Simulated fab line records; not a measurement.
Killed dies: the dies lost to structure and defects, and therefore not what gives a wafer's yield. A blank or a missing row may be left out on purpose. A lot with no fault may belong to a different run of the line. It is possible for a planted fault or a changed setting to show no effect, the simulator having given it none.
Matching of chambers || flow n5 finfet || N5_BEOL_M14_ETCH_59 on rie diel-01 has 4 sister chambers
The step etches BARC in N2/H2, target depth 89 nm, overetch 26.7 nm, time 67.9 s. 8 wafers are shown with their chamber, then 10 later ones without.

## WAFERS, EACH WITH ITS CHAMBER
{"wafer": "L083.2", "chamber": 1, "drypump motor current A (A)": 6.4, "showerhead plenum p Torr (Torr)": 2.47}
{"wafer": "L083.3", "chamber": 3, "drypump motor current A (A)": 5.1, "showerhead plenum p Torr (Torr)": 2.29}
{"wafer": "L087.2", "chamber": 2, "drypump motor current A (A)": 5.4, "showerhead plenum p Torr (Torr)": 2.60}
{"wafer": "L087.5", "chamber": 1, "drypump motor current A (A)": 6.5, "showerhead plenum p Torr (Torr)": 2.47}
{"wafer": "L076.3", "chamber": 2, "drypump motor current A (A)": 5.4, "showerhead plenum p Torr (Torr)": 2.59}
{"wafer": "L076.4", "chamber": 3, "drypump motor current A (A)": 5.2, "showerhead plenum p Torr (Torr)": 2.29}
{"wafer": "L091.2", "chamber": 0, "drypump motor current A (A)": 6.2, "showerhead plenum p Torr (Torr)": 2.40}
{"wafer": "L091.5", "chamber": 0, "drypump motor current A (A)": 6.2, "showerhead plenum p Torr (Torr)": 2.40}

## WAFERS WITHOUT THEIR CHAMBER
{"wafer": "L091.6", "drypump motor current A (A)": 6.5, "showerhead plenum p Torr (Torr)": 2.47}
{"wafer": "L093.2", "drypump motor current A (A)": 6.4, "showerhead plenum p Torr (Torr)": 2.46}
{"wafer": "L093.4", "drypump motor current A (A)": 6.5, "showerhead plenum p Torr (Torr)": 2.46}
{"wafer": "L093.6", "drypump motor current A (A)": 5.1, "showerhead plenum p Torr (Torr)": 2.28}
{"wafer": "L094.1", "drypump motor current A (A)": 5.4, "showerhead plenum p Torr (Torr)": 2.59}
{"wafer": "L094.3", "drypump motor current A (A)": 6.5, "showerhead plenum p Torr (Torr)": 2.46}
{"wafer": "L094.4", "drypump motor current A (A)": 5.4, "showerhead plenum p Torr (Torr)": 2.59}
{"wafer": "L097.1", "drypump motor current A (A)": 6.5, "showerhead plenum p Torr (Torr)": 2.46}
{"wafer": "L097.5", "drypump motor current A (A)": 5.4, "showerhead plenum p Torr (Torr)": 2.59}
{"wafer": "L097.6", "drypump motor current A (A)": 6.2, "showerhead plenum p Torr (Torr)": 2.39}

## EACH ONE'S CHAMBER
{"wafer": "L091.6", "from the rows above": 1, "in truth": 1}
{"wafer": "L093.2", "from the rows above": 1, "in truth": 1}
{"wafer": "L093.4", "from the rows above": 1, "in truth": 1}
{"wafer": "L093.6", "from the rows above": 3, "in truth": 3}
{"wafer": "L094.1", "from the rows above": 2, "in truth": 2}
{"wafer": "L094.3", "from the rows above": 1, "in truth": 1}
{"wafer": "L094.4", "from the rows above": 2, "in truth": 2}
{"wafer": "L097.1", "from the rows above": 1, "in truth": 1}
{"wafer": "L097.5", "from the rows above": 2, "in truth": 2}
{"wafer": "L097.6", "from the rows above": 0, "in truth": 0}
Placed correctly: 10 of 10. Number that these rows cannot place: 0. 0 placed wrongly.
How it was worked out, from the rows above alone: a wafer's distance from a chamber is the root of the sum, over the readings, of the square of ((its reading less the chamber's mean) divided by the reading's scatter). The wafer belongs to the nearest chamber; if the next one is less than 2 further off, it can't be placed. Each chamber's mean is taken over the wafers shown for it. How the scatter is found: for the shown wafers, subtract from each reading the mean of its chamber, square and add these, divide the total by (wafers less chambers), then take the root.
